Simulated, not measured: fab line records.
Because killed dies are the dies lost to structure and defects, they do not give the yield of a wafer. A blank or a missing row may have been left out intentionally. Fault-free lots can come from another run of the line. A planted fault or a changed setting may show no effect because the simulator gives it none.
Chamber matching ; flow nand_harc ; NHARC_A_M0_ETCH_34 on rie_diel-01: 4 sister chambers
The step etches the open film in N2/H2, target depth 40 nm, overetch 12 nm, time 43.94 s. 22 wafers are shown with their chamber, then 11 later ones without.

## EACH WAFER AND ITS CHAMBER
wafer;chamber;showerhead_plenum_p_Torr (Torr);drypump_motor_current_A (A);rf_vpp_V (V)
L076.1;3;2.20;5.5;432.6
L076.2;1;1.94;5.6;427.6
L076.6;0;2.08;4.9;431.7
L077.2;0;2.08;4.9;431.0
L077.3;1;1.94;5.6;427.0
L077.4;2;2.00;6.2;430.4
L079.4;0;2.08;4.9;430.7
L079.5;3;2.20;5.5;435.6
L079.6;0;2.08;4.9;430.2
L085.1;2;2.00;6.2;428.9
L085.2;3;2.20;5.5;434.2
L085.4;0;2.07;4.8;431.6
L087.1;3;2.20;5.5;435.7
L087.5;2;2.00;6.2;429.9
L087.6;3;2.20;5.5;435.4
L086.1;3;2.20;5.5;434.6
L086.2;0;2.07;4.9;432.0
L086.6;2;2.00;6.2;429.4
L088.2;1;1.94;5.6;428.0
L088.3;0;2.07;4.9;431.5
L088.6;3;2.20;5.5;435.2
L089.3;3;2.20;5.5;434.3

SIGNATURES, as means of the wafers listed above
reading;chamber 0;chamber 1;chamber 2;chamber 3;scatter within a chamber
showerhead_plenum_p_Torr;2.0757;1.9400;2.0000;2.2000;0.00309
drypump_motor_current_A;4.886;5.600;6.200;5.500;0.0218
rf_vpp_V;431.243;427.533;429.650;434.700;0.801
Rule: a wafer's distance from a chamber is the root of the sum, over the readings, of the square of ((its reading less the chamber's mean) divided by the reading's scatter). If the next closest chamber is less than 2 further off than the closest, the wafer can't be placed; otherwise it belongs to the closest. The scatter: the root of (the sum of the squares of (reading less its chamber's mean) over the shown wafers, divided by (wafers less chambers)).

## WAFERS MISSING THEIR CHAMBER
wafer;showerhead_plenum_p_Torr (Torr);drypump_motor_current_A (A);rf_vpp_V (V)
L089.4;1.94;5.6;426.8
L089.5;2.20;5.5;433.3
L092.1;2.20;5.5;434.3
L092.3;2.07;4.9;431.1
L092.4;1.99;6.2;429.7
L096.1;2.19;5.5;436.5
L096.2;1.99;6.2;428.6
L096.3;1.94;5.6;427.8
L096.4;2.07;4.9;431.5
L096.5;1.94;5.6;426.8
L096.6;2.07;4.9;432.2

## CHAMBER TAKEN BY EACH
wafer;from the rows above;in truth
L089.4;1;1
L089.5;3;3
L092.1;3;3
L092.3;0;0
L092.4;2;2
L096.1;3;3
L096.2;2;2
L096.3;1;1
L096.4;0;0
L096.5;1;1
L096.6;0;0
Correctly placed: 11 of 11. Can't be placed from these rows: 0. Number placed wrongly: 0.
